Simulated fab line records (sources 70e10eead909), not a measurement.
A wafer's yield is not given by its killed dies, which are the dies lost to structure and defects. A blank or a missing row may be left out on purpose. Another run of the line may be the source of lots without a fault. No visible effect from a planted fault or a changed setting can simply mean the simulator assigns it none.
Chamber matching | flow nand_harc | 3 sister chambers for NHARC_P_M2_PRE_CLEAN_32 on pecvd-03
The step time 12 s. 6 wafers are shown with their chamber, then 8 later ones without.

## WAFERS WITH THEIR CHAMBER
wafer  | chamber | heater_power_w (W) | susceptor_temp_C (C)
L084.1 | 2       | 630                | 369.78
L084.2 | 0       | 694                | 370.14
L085.2 | 0       | 760                | 369.83
L085.4 | 2       | 566                | 370.20
L085.5 | 1       | 762                | 369.77
L087.1 | 1       | 757                | 370.19

## WAFERS WITHOUT THEIR CHAMBER
wafer  | heater_power_w (W) | susceptor_temp_C (C)
L087.2 | 691                | 369.83
L087.3 | 559                | 370.12
L091.1 | 788                | 370.18
L091.2 | 585                | 369.88
L091.6 | 793                | 369.96
L093.1 | 809                | 369.80
L093.4 | 813                | 369.83
L093.5 | 808                | 370.36

## EACH ONE'S CHAMBER
wafer  | from the rows above          | in truth
L087.2 | can't be placed: 0 or 1 or 2 | 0
L087.3 | 2                            | 2
L091.1 | can't be placed: 1 or 0      | 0
L091.2 | 2                            | 2
L091.6 | can't be placed: 1 or 0      | 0
L093.1 | can't be placed: 1 or 0      | 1
L093.4 | can't be placed: 1 or 0      | 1
L093.5 | can't be placed: 1 or 0      | 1
Correctly placed: 2 of 8. Can't be placed from these rows: 6 (the true chamber is among the candidates in 6). Number placed wrongly: 0.
How it was worked out, from the rows above alone: a wafer's distance from a chamber is the root of the sum, over the readings, of the square of ((its reading less the chamber's mean) divided by the reading's scatter). The wafer belongs to the nearest chamber; if the next one is less than 2 further off, it can't be placed. Each chamber's mean is taken over the wafers shown for it. How the scatter is found: for the shown wafers, subtract from each reading the mean of its chamber, square and add these, divide the total by (wafers less chambers), then take the root.
